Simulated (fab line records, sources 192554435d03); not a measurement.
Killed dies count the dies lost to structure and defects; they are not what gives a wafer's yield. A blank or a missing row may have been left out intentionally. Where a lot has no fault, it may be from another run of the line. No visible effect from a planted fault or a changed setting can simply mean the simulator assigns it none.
fab line records -- flow n5Finfet
[record] lots = 10, wafers = 28, lastDay = 18
route steps=1938 shown BEOL_M1@839 BEOL_M2@859 BEOL_M4@1111
lots that met no fault: taken from a fault-free run of the same line
startH: start of the lot's first displayed wafer, in hours after the record's first day -- waitH: hours from the lot's prior step to this one -- " as in the row above -- L1.1+2: several wafers, shown together as one row -- - no value present, or no start provided -- * or withheld: withheld -- < > ~ a bound
route shown NAME@n: names a module that has steps shown in the file, with the first one's number in the route -- usual: the fault-free wafers' mean and standard deviation -- same: alike in all rows -- chamber/n: place in a boat -- sites: the reading at each site -- _std_site: how widely they spread, as a standard deviation -- _edge_site: inner sites' mean taken away from outer sites' mean -- radiusMm: how far each site lies from the wafer's centre -- mask NAME#n: copy n -- behind: the last tool/chamber to shape the wafer -- hold: the reason the lot was held/the length of the hold in hours/how it ended -- device: the transistor (n, p or np) that didn't switch -- end of line: the same wafers' tests at the end of the route -- where a step has no rows: the recipe by itself -- killed: the dies lost at the first sort to structure and to defects; this is not the yield of the wafer -- map: shows each die of a wafer: x if killed, . if not, _ if none is there
set.NAME: the setting the step ran with; set.NAME@STEP: the setting that earlier step ran with -- model.NAME: the simulator's own value behind a step, which no gauge read
one table for each step of the route and one row for each wafer, over a sample of lots
services: the hour from which a tool's chamber was out of use, counted from the record's first day as startH (under 0 if before that day), plus the number of hours and why
[[steps]]
[step N5_BEOL_M1_RS_MEAS_58]
[recipe] thkMeasGauge = four-point-probe, reads = Co_of_BEOL_M1_CO_CAP_55+Cu_of_BEOL_M1_ECD_50+Co_of_BEOL_M1_CVD_47+TaN_of_BEOL_M1_ALD_84
[usual] M1_RS = 0.67/0.034
lot.wafer,tool,chamber,startH,waitH,M1_RS[ohm/sq]
L777.1,filmMetro-01,-,135.74,0.0,0.67
L777.3,filmMetro-01,-,135.74,0.0,0.70
L777.5,filmMetro-01,-,135.74,0.0,0.63
L778.2,filmMetro-01,-,138.90,0.1,0.66
L778.4,filmMetro-01,-,138.90,0.1,0.65
L778.5,filmMetro-01,-,138.90,0.1,0.62
L780.2,filmMetro-01,-,151.34,0.1,0.63
L780.4,filmMetro-01,-,151.34,0.1,0.62
L780.5,filmMetro-01,-,151.34,0.1,0.60
L781.1,filmMetro-01,-,156.53,0.0,0.69
L781.3,filmMetro-01,-,156.53,0.0,0.67
L781.5,filmMetro-01,-,156.53,0.0,0.67
L782.1,filmMetro-01,-,159.85,0.0,0.67
L782.2,filmMetro-01,-,159.85,0.0,0.69
L782.6,filmMetro-01,-,159.85,0.0,0.66
L791.2,filmMetro-01,-,254.08,0.1,0.66
L791.3,filmMetro-01,-,254.08,0.1,0.68
L791.5,filmMetro-01,-,254.08,0.1,0.62
L797.3,filmMetro-01,-,257.01,0.1,0.68
L797.4,filmMetro-01,-,257.01,0.1,0.68
L797.5,filmMetro-01,-,257.01,0.1,0.66
L793.1,filmMetro-02,-,259.08,0.0,0.67
L793.3,filmMetro-02,-,259.08,0.0,0.69
L793.6,filmMetro-02,-,259.08,0.0,0.67
L790.2,filmMetro-02,-,261.09,0.1,0.70
L790.3,filmMetro-02,-,261.09,0.1,0.72
L796.2,filmMetro-01,-,263.66,0.1,0.68
L796.3,filmMetro-01,-,263.66,0.1,0.64
[step N5_BEOL_M1_INSPECT_59]
[recipe] inspectInstrument = darkfield, mode = postDep
[usual] rawDefectCount = 66/21
lot.wafer,tool,chamber,startH,waitH,rawDefectCount
L777.1,defectInspect-01,-,135.76,0.0,76
L777.3,defectInspect-01,-,135.76,0.0,62
L777.5,defectInspect-01,-,135.76,0.0,39
L778.2,defectInspect-01,-,138.92,0.0,118
L778.4,defectInspect-01,-,138.92,0.0,81
L778.5,defectInspect-01,-,138.92,0.0,86
L780.2,defectInspect-01,-,151.36,0.0,78
L780.4,defectInspect-01,-,151.36,0.0,94
L780.5,defectInspect-01,-,151.36,0.0,79
L781.1,defectInspect-01,-,156.55,0.0,61
L781.3,defectInspect-01,-,156.55,0.0,60
L781.5,defectInspect-01,-,156.55,0.0,66
L782.1,defectInspect-01,-,159.88,0.0,91
L782.2,defectInspect-01,-,159.88,0.0,55
L782.6,defectInspect-01,-,159.88,0.0,69
L791.2,defectInspect-02,-,254.11,0.0,34
L791.3,defectInspect-02,-,254.11,0.0,26
L791.5,defectInspect-02,-,254.11,0.0,23
L797.3,defectInspect-01,-,257.03,0.0,72
L797.4,defectInspect-01,-,257.03,0.0,104
L797.5,defectInspect-01,-,257.03,0.0,64
L793.1,defectInspect-01,-,259.10,0.0,98
L793.3,defectInspect-01,-,259.10,0.0,57
L793.6,defectInspect-01,-,259.10,0.0,61
L790.2,defectInspect-01,-,261.12,0.0,69
L790.3,defectInspect-01,-,261.12,0.0,68
L796.2,defectInspect-01,-,263.68,0.0,66
L796.3,defectInspect-01,-,263.68,0.0,86
[step N5_BEOL_M2_ETCH_63]
[recipe] chemistry = CF4, target = SiARC, targetDepthA = 156, maskMaterial = CAR-EUV, timeS = 26, ionEnergyEv = 80, pressureMtorr = 40, sourceW = 545, biasW = 36, Ar_flow_sccm = 100, cf4FlowSccm = 100, ends = cleared
[usual] biasW = 36.00/0.098, drypumpMotorCurrentA = 5.9/0.44, etchRfOnTimeS = 25.8/0.93, oesProductAu = 0.69/0.073, rfVppV = 184.0/1.2, showerheadPlenumPTorr = 2.15/0.082, throttleValvePct = 15.61/0.27
lot.wafer,tool,chamber,startH,waitH,biasW,drypumpMotorCurrentA,etchRfOnTimeS,oesProductAu,rfHoursCounterH,rfVppV,showerheadPlenumPTorr,throttleValvePct
L777.1,rieDiel-02,0,136.86,0.0,35.99,6.4,26.8,0.62,159,182.9,2.06,15.73
L777.3,rieDiel-02,2,136.86,0.0,35.90,6.0,24.7,0.71,108,185.1,2.25,15.50
L777.5,rieDiel-02,2,136.86,0.0,36.13,6.0,24.6,0.70,-,186.8,2.25,15.48
L778.2,rieDiel-02,0,140.26,0.0,35.98,6.4,27.1,0.62,161,184.5,2.06,15.73
L778.4,rieDiel-02,2,140.26,0.0,35.91,6.0,24.7,0.70,-,183.7,2.25,15.51
L778.5,rieDiel-02,3,140.26,0.0,36.04,6.3,26.7,0.77,-,185.3,2.18,15.47
L780.2,rieDiel-04,3,152.85,0.0,35.86,5.3,24.3,0.77,36,183.8,2.09,15.25
L780.4,rieDiel-04,0,152.85,0.0,36.02,6.3,25.5,0.79,16,182.4,2.11,15.32
L780.5,rieDiel-04,3,152.85,0.0,35.97,5.3,24.2,0.77,-,182.6,2.09,15.25
L781.1,rieDiel-03,1,159.61,0.0,35.84,5.9,26.3,0.74,44,184.8,2.20,15.88
L781.3,rieDiel-03,3,159.61,0.0,35.84,5.4,26.2,0.73,34,183.6,2.26,15.26
L781.5,rieDiel-03,3,159.61,0.0,36.04,5.4,26.2,0.74,-,186.0,2.26,15.24
L782.1,rieDiel-03,3,161.89,0.0,35.99,5.4,26.3,0.73,35,182.7,2.26,15.24
L782.2,rieDiel-03,1,161.89,0.0,35.98,5.9,26.6,0.72,45,185.6,2.20,15.87
L782.6,rieDiel-03,3,161.89,0.0,35.98,5.4,26.2,0.74,-,185.5,2.26,15.24
L791.2,rieDiel-03,1,255.78,0.0,36.09,5.9,26.6,0.68,89,183.9,2.18,15.97
L791.3,rieDiel-03,0,255.78,0.0,36.09,5.7,25.6,0.86,2,187.1,2.28,15.46
L791.5,rieDiel-03,2,255.78,0.0,35.69,5.1,27.7,0.57,-,182.6,2.11,15.69
L797.3,rieDiel-04,1,259.62,0.0,36.15,6.3,25.4,0.73,70,183.4,2.18,15.69
L797.4,rieDiel-04,3,259.62,0.0,35.95,5.3,24.6,0.74,-,183.5,2.08,15.30
L797.5,rieDiel-04,1,259.62,0.0,35.96,6.3,25.5,0.73,-,185.2,2.18,15.69
L793.1,rieDiel-04,1,260.24,0.0,36.08,6.3,25.5,0.74,70,185.6,2.18,15.68
L793.3,rieDiel-04,3,260.24,0.0,36.00,5.3,14.9,1.02,60,183.9,2.08,15.32
L793.6,rieDiel-04,3,260.24,0.0,35.99,5.3,25.0,0.73,-,184.0,2.08,15.31
L790.2,rieDiel-04,1,263.76,0.0,35.96,6.3,25.2,0.73,72,183.2,2.18,15.67
L790.3,rieDiel-04,3,263.76,0.0,35.94,5.3,14.6,1.02,62,182.4,2.08,15.32
L796.2,rieDiel-04,1,266.84,0.0,36.06,6.3,25.4,0.74,73,183.5,2.18,15.69
L796.3,rieDiel-04,2,266.84,0.0,35.82,6.3,15.4,0.81,234,183.0,2.03,16.15
[step N5_BEOL_M2_CD_MEAS_18]
[recipe] pitchNm = 36, targetCdNm = 18
[usual] cdNm = 18.05/0.28
lot.wafer,tool,chamber,startH,waitH,cdNm
L777.1,cdSem-03,-,137.37,0.0,18.18
L777.3,cdSem-03,-,137.37,0.0,17.94
L777.5,cdSem-03,-,137.37,0.0,17.73
L778.2,cdSem-02,-,140.65,0.1,18.27
L778.4,cdSem-02,-,140.65,0.1,18.31
L778.5,cdSem-02,-,140.65,0.1,18.22
L780.2,cdSem-03,-,153.45,0.1,18.37
L780.4,cdSem-03,-,153.45,0.1,18.22
L780.5,cdSem-03,-,153.45,0.1,18.26
L781.1,cdSem-03,-,160.17,0.0,17.88
L781.3,cdSem-03,-,160.17,0.0,18.50
L781.5,cdSem-03,-,160.17,0.0,18.27
L782.1,cdSem-01,-,162.28,0.0,18.35
L782.2,cdSem-01,-,162.28,0.0,17.78
L782.6,cdSem-01,-,162.28,0.0,17.96
L791.2,cdSem-03,-,256.16,0.1,18.04
L791.3,cdSem-03,-,256.16,0.1,17.88
L791.5,cdSem-03,-,256.16,0.1,18.31
L797.3,cdSem-02,-,260.01,0.1,17.45
L797.4,cdSem-02,-,260.01,0.1,18.25
L797.5,cdSem-02,-,260.01,0.1,17.70
L793.1,cdSem-03,-,260.63,0.1,17.75
L793.3,cdSem-03,-,260.63,0.1,18.07
L793.6,cdSem-03,-,260.63,0.1,17.81
L790.2,cdSem-03,-,264.15,0.1,17.72
L790.3,cdSem-03,-,264.15,0.1,17.95
L796.2,cdSem-02,-,267.25,0.1,18.41
L796.3,cdSem-02,-,267.25,0.1,18.24
[step N5_BEOL_M4_RC_MEAS_101]
[usual] DIBL_N = 36.3/1.9, DIBL_P = 36.0/2.1, IOFF_N = 0.16/0.031, IOFF_P = 0.21/0.035, ION_N = 675/14, ION_P = 464/8.5, SS_N = 71.5/0.6, SS_P = 73.3/0.72, VT_N = 250/3.2, VT_P = -250/3.1
lot.wafer,tool,chamber,startH,waitH,DIBL_N[mV/V],DIBL_P[mV/V],IOFF_N[nA/um],IOFF_P[nA/um],ION_N[uA/um],ION_P[uA/um],SS_N[mV/dec],SS_P[mV/dec],VT_N[mV],VT_P[mV]
L777.1,prober-02,0,162.43,0.0,37.9,38.3,0.19,0.27,683,472,71.8,74.1,247,-245
L777.3,prober-02,0,162.43,0.0,38.2,39.7,0.21,0.31,705,484,71.7,74.4,245,-244
L777.5,prober-02,0,162.43,0.0,37.5,38.2,0.19,0.27,688,470,71.7,74.0,245,-246
L778.2,prober-02,0,173.52,0.2,33.9,34.2,0.12,0.18,658,458,71.0,72.4,252,-251
L778.4,prober-02,0,173.52,0.2,36.2,36.9,0.16,0.23,668,462,71.5,73.3,250,-248
L778.5,prober-02,0,173.52,0.2,35.7,35.3,0.14,0.21,656,454,70.8,72.4,252,-249
L780.2,prober-01,0,183.01,0.2,34.5,36.0,0.14,0.19,691,475,70.4,73.7,249,-252
L780.4,prober-01,0,183.01,0.2,34.5,36.8,0.14,0.20,673,464,70.9,74.3,251,-250
L780.5,prober-01,0,183.01,0.2,39.1,41.7,0.24,0.29,698,470,71.9,74.9,242,-247
L781.1,prober-02,0,186.04,0.0,36.8,36.4,0.15,0.20,654,452,72.1,73.0,254,-254
L781.3,prober-02,0,186.04,0.0,35.1,34.4,0.13,0.18,664,455,70.7,72.6,253,-253
L781.5,prober-02,0,186.04,0.0,34.9,34.6,0.13,0.18,668,459,71.4,73.1,253,-253
L782.1,prober-01,0,192.67,0.0,34.9,35.4,0.14,0.21,667,468,71.2,72.8,249,-248
L782.2,prober-01,0,192.67,0.0,33.6,34.7,0.13,0.20,671,470,71.3,72.7,250,-248
L782.6,prober-01,0,192.67,0.0,33.5,34.3,0.14,0.21,681,480,71.0,72.3,249,-247
L791.2,prober-01,0,285.25,0.2,37.7,35.8,0.17,0.22,691,473,72.6,73.5,248,-246
L791.3,prober-01,0,285.25,0.2,36.4,34.5,0.15,0.19,675,462,72.1,72.9,250,-251
L791.5,prober-01,0,285.25,0.2,37.2,34.4,0.16,0.19,676,460,72.3,72.9,251,-251
L797.3,prober-01,0,289.68,0.3,35.2,36.5,0.14,0.17,678,458,70.4,72.9,248,-257
L797.4,prober-01,0,289.68,0.3,35.7,36.8,0.16,0.18,681,457,71.7,73.2,248,-254
L797.5,prober-01,0,289.68,0.3,37.2,39.7,0.19,0.22,698,471,72.5,73.5,246,-250
L793.1,prober-02,0,295.30,0.0,39.3,40.2,0.22,0.29,696,484,72.3,74.4,246,-245
L793.3,prober-02,0,295.30,0.0,36.0,35.6,0.15,0.19,694,475,70.8,73.4,249,-251
L793.6,prober-02,0,295.30,0.0,36.2,36.0,0.15,0.20,686,472,71.5,73.3,249,-252
L790.2,prober-02,0,320.21,0.2,37.9,38.7,0.19,0.26,674,468,71.9,74.0,250,-248
L790.3,prober-02,0,320.21,0.2,36.8,35.7,0.15,0.21,676,469,71.6,73.9,251,-250
L796.2,prober-01,0,321.02,0.2,36.4,36.4,0.18,0.21,668,460,72.1,73.0,249,-249
L796.3,prober-01,0,321.02,0.2,36.8,38.3,0.19,0.24,685,466,71.9,74.0,247,-248
[[services]]
tool,chamber,startH,hours,kind
rieDiel-02,1,132.22,-,clean
rieDiel-02,1,132.22,-,consumableReplace:focusRing
rieDiel-02,1,132.22,-,consumableReplace:showerhead
rieDiel-02,1,132.22,12.2,scheduledDown
rieDiel-02,1,132.22,12.2,ventCycle
rieDiel-02,1,162.01,21.4,repair
rieDiel-02,3,179.16,26.0,repair
rieDiel-04,-,181.13,14.6,pm
rieDiel-03,0,229.05,-,clean
rieDiel-03,0,229.05,-,consumableReplace:focusRing
rieDiel-03,0,229.05,-,consumableReplace:showerhead
rieDiel-03,0,229.05,21.1,scheduledDown
rieDiel-03,0,229.05,21.1,ventCycle
rieDiel-03,-,246.82,1.1,repair
rieDiel-04,0,253.23,8.6,repair
[[key]]
[firstSign] step = N5_BEOL_M2_ETCH_63, reading = etchRfOnTimeS, direction = down, sigmas = 12, usual = *, struck = *
[effect] step = N5_BEOL_M2_ETCH_63, reading = oesProductAu, direction = up, sigmas = 3.6, usual = 0.69, struck = 0.95
metAt N5_BEOL_M2_ETCH_63
struckLots L790,L793,L796
struckWafers L790.3,L793.3,L796.3
notActingAt N5_BEOL_M1_RS_MEAS_58,N5_BEOL_M1_INSPECT_59,N5_BEOL_M2_CD_MEAS_18
onsetBetween 259.62 260.24
[fault] kind = processParameterDrift, tool = rieDiel-04, chamber = -, onsetH = 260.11, steps = N5_BEOL_M2_ETCH_63, channel = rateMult, offset = 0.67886, shape = step, endH = 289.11, scope = struckWafersOnly
